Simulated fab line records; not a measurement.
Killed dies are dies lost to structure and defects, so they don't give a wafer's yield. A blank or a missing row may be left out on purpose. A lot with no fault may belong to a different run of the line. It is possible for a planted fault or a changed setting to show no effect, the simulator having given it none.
Which of the tools did it? | flow n5 finfet | Sampling: 12 lots, 33 wafers, 2 of 1938 route steps

== WHAT THE GAUGES READ, wafer by wafer ==
N5_BEOL_M14_THK_MEAS_01. Usual: M14_ILD_THK typically reads 1129 nm, with standard deviation 16.
lot  | measured     | on            | M14_ILD_THK (nm) | flag
L257 | day 10 14:19 | film metro-02 | 1121 1141 1129   |
L258 | day 11 04:32 | film metro-01 | 1134 1142        |
L260 | day 11 21:28 | film metro-02 | 1134 1141        |
L261 | day 12 01:05 | film metro-02 | 1096 1137 1110   |
L262 | day 12 08:49 | film metro-02 | 1144 1106 1104   |
L263 | day 12 12:22 | film metro-02 | 1116 1123 1146   |
L266 | day 13 05:22 | film metro-02 | 1121 1102 1149   |
L265 | day 13 07:31 | film metro-02 | 1127 1149        |
L275 | day 15 10:22 | film metro-01 | 1110 1109 1125   |
L276 | day 16 12:07 | film metro-01 | 1111 1116 1116   |
L279 | day 16 19:05 | film metro-02 | 1107 1127 1148   |
L280 | day 16 23:50 | film metro-02 | 1106 1125 1111   |

== WHICH TOOL RAN EACH LOT (tool, then ch and the chambers of the sampled wafers, then the start) ==
lot  | N5_BEOL_M14_ILD_DEP_00
L257 | pecvd-01 ch 1, day 10 13:49
L258 | pecvd-01 ch 2, day 11 04:16
L260 | pecvd-01 ch 1,2, day 11 21:16
L261 | pecvd-01 ch 0,2, day 12 00:54
L262 | pecvd-03 ch 0,1,2, day 12 08:38
L263 | pecvd-02 ch 0,1, day 12 12:11
L266 | pecvd-01 ch 0,2, day 13 05:10
L265 | pecvd-01 ch 1,2, day 13 07:20
L275 | pecvd-01 ch 0,1,2, day 15 10:11
L276 | pecvd-02 ch 0,1,2, day 16 11:56
L279 | pecvd-01 ch 0,1, day 16 18:53
L280 | pecvd-01 ch 0,2, day 16 23:38
- N5_BEOL_M14_ILD_DEP_00: deposits SiO2 from TEOS/O2, target thk 1119.3 nm, time 237.4 s.

== WHAT THE TOOLS THEMSELVES READ (means of the sampled wafers that have a number; where no wafer has one, the mark that the record gives instead) ==
N5_BEOL_M14_ILD_DEP_00. Usual: heater power w 516 W, standard deviation 65; rf fwd power W 898 W, standard deviation 3.1; showerhead plenum p Torr 8.34 Torr, standard deviation 0.036; throttle valve pct 18.4 %, standard deviation 0.87.
lot  | tool     | heater power w (W) | rf fwd power W (W) | showerhead plenum p Torr (Torr) | throttle valve pct (%) | flag
L257 | pecvd-01 | 487                | 900                | 8.28                            | 18.8                   |
L258 | pecvd-01 | 554                | 898                | 8.34                            | 17.2                   |
L260 | pecvd-01 | 498                | 896                | 8.32                            | 17.9                   |
L261 | pecvd-01 | 491                | 895                | 8.37                            | 17.5                   |
L262 | pecvd-03 | 587                | 898                | 8.32                            | 18.4                   |
L263 | pecvd-02 | 473                | 899                | 8.34                            | 19.9                   |
L266 | pecvd-01 | 511                | 900                | 8.37                            | 17.3                   |
L265 | pecvd-01 | 564                | 894                | 8.32                            | 17.9                   |
L275 | pecvd-01 | 503                | 899                | 8.35                            | 17.8                   |
L276 | pecvd-02 | 536                | 899                | 8.34                            | 19.0                   |
L279 | pecvd-01 | 498                | 896                | 8.34                            | 18.4                   |
L280 | pecvd-01 | 496                | 895                | 8.37                            | 17.5                   |

== THE ANSWER, worked out from the rows above alone ==
Rule: a lot counts as off when the mean over its wafers that have a number is more than 3 standard deviations away from the usual mean. A lot without any number at a reading at which 4 lots or more have one is off too. The other lots that the step has rows for count as sound. After the gauges, taken in route order, come the tools' own readings; for these a lot's mean is taken, as printed above. At the first step where some lot is off, the reading lying furthest off is the one used; lots without a number count as furthest.
Across all readings shown, no lot is off: no conclusion can be drawn from this.

== WHAT THE SIMULATOR HAD PUT IN ==
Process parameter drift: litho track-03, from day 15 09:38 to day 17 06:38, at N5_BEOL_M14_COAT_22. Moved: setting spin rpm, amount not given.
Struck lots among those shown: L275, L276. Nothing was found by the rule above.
